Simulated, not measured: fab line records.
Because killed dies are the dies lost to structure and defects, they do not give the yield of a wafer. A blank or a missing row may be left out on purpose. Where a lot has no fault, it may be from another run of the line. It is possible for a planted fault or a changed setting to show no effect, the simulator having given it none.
Matching of chambers    flow n5Finfet    4 sister chambers for N5_MOL_CONTACT_COAG_ETCH_89 on rieDiel-06
The step etches underlayer in N2/H2, target depth 13 nm, time 10.4 s. 4 wafers are shown with their chamber, then 8 later ones without.

WAFERS, EACH WITH ITS CHAMBER
wafer   chamber  showerheadPlenumPTorr (Torr)
L089.4  0        2.40
L089.5  3        2.44
L089.6  2        2.62
L091.1  1        2.42

WAFERS WHOSE CHAMBER IS MISSING
wafer   showerheadPlenumPTorr (Torr)
L091.2  2.62
L091.3  2.40
L096.2  2.40
L096.4  2.41
L096.6  2.62
L097.1  2.43
L097.5  2.61
L097.6  2.43

WHICH CHAMBER EACH ONE RAN IN
wafer   from the rows above      in truth
L091.2  2                        2
L091.3  0                        0
L096.2  0                        0
L096.4  can't be placed: 1 or 0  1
L096.6  2                        2
L097.1  can't be placed: 3 or 1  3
L097.5  2                        2
L097.6  can't be placed: 3 or 1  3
Correctly placed: 5 of 8. Unplaceable from these rows: 3, with the true chamber sitting among the candidates in 3. Wrongly placed: 0.
How it was worked out, from the rows above alone: a wafer's distance from a chamber is the root of the sum, over the readings, of the square of ((its reading less the chamber's mean) divided by the reading's scatter). If the next closest chamber is less than 2 further off than the closest, the wafer can't be placed; otherwise it belongs to the closest. The mean given for a chamber averages the wafers shown for that chamber. The scatter: root of mean squared gap, hidden wafer to nearest shown wafer, with one shown wafer a chamber.
